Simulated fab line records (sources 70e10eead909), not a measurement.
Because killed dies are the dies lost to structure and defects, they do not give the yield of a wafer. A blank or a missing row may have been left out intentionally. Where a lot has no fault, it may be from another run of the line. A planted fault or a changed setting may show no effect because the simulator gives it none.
One fault through the eyes of 2 desks	flow nand-harc	every desk sees just its own numbers, and what lay behind them comes last

THE DEFECT DESK
Inspection counts along the route, by lot: the mean over sampled wafers that carry a number. Marked OUT: a lot whose mean sits more than 4 standard deviations from the usual mean, which makes it out of limits; the brackets give that distance.
Columns: A = raw-defect-count at NHARC_A_CHANNEL_HOLE_D1_INSPECT_12, usual 5.3
lot	first seen here	A
L287	day 8 17:12	6.3
L286	day 8 18:10	5.7
L288	day 9 05:23	4.7
L289	day 9 05:32	3.3
L290	day 9 12:45	5.3
L292	day 10 06:47	5.0
L294	day 10 20:58	5.3
L296	day 11 17:01	5.0
L300	day 12 05:46	6.0
L302	day 12 11:50	5.0
L305	day 12 18:24	7.0
L306	day 13 11:36	6.3
L307	day 13 12:49	5.3
L308	day 14 04:52	5.7
Result from this desk: across the 14 lots, nothing is out of limits.

THE METROLOGY DESK
What the gauges read for every lot (on any tool): the sampled wafers with a number, averaged. Marked OUT: a lot whose mean sits more than 4 standard deviations from the usual mean, which makes it out of limits; the brackets give that distance.
Columns: A = cd-nm at NHARC_A_ZERO_WELL_CD_MEAS_10, usual 1999.5 nm; B = thk-nm at NHARC_A_ONON_D1_THK_MEAS_24, usual 999 nm
lot	first seen here	A	B
L286	day 6 22:35	1999.9	995
L287	day 7 00:32	2000.6	999
L289	day 7 11:57	2001.4	994
L288	day 7 13:43	2002.4	999
L290	day 7 21:34	1999.2	986
L292	day 8 14:05	2000.3	996
L294	day 9 00:59	1996.7	1006
L296	day 10 00:52	1999.2	845 (-15) OUT
L300	day 10 12:58	2000.8	834 (-16) OUT
L302	day 10 22:00	1997.5	1009
L305	day 11 02:49	1996.6	996
L306	day 11 18:28	2003.1	1004
L307	day 11 19:32	2000.5	992
L308	day 12 09:53	1997.0	1011
This desk's finding: out of limits on L296, L300; first on L296, day 11 11:51 (thk-nm at NHARC_A_ONON_D1_THK_MEAS_24). L286, L287, L289, L288, L290, L292, L294, L302, L305, L306, L307, L308 stayed within limits.

BROUGHT TOGETHER
Metrology desk: alarm possible at day 11 11:51 on L296, L300.
Nothing the defect desk looked at was out of limits.
The defect desk has L296, L300 on record, within its limits.
All the named lots went through NHARC_A_ONON_D1_DEP_22 on pecvd-onon-02.

WHAT THE SIMULATOR HAD PUT IN
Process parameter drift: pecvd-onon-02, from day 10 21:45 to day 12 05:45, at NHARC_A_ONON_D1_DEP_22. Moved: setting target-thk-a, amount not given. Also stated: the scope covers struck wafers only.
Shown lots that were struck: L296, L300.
Per desk, hours elapsed from the start of the fault to the first reading out of limits: for the metrology desk, 14.
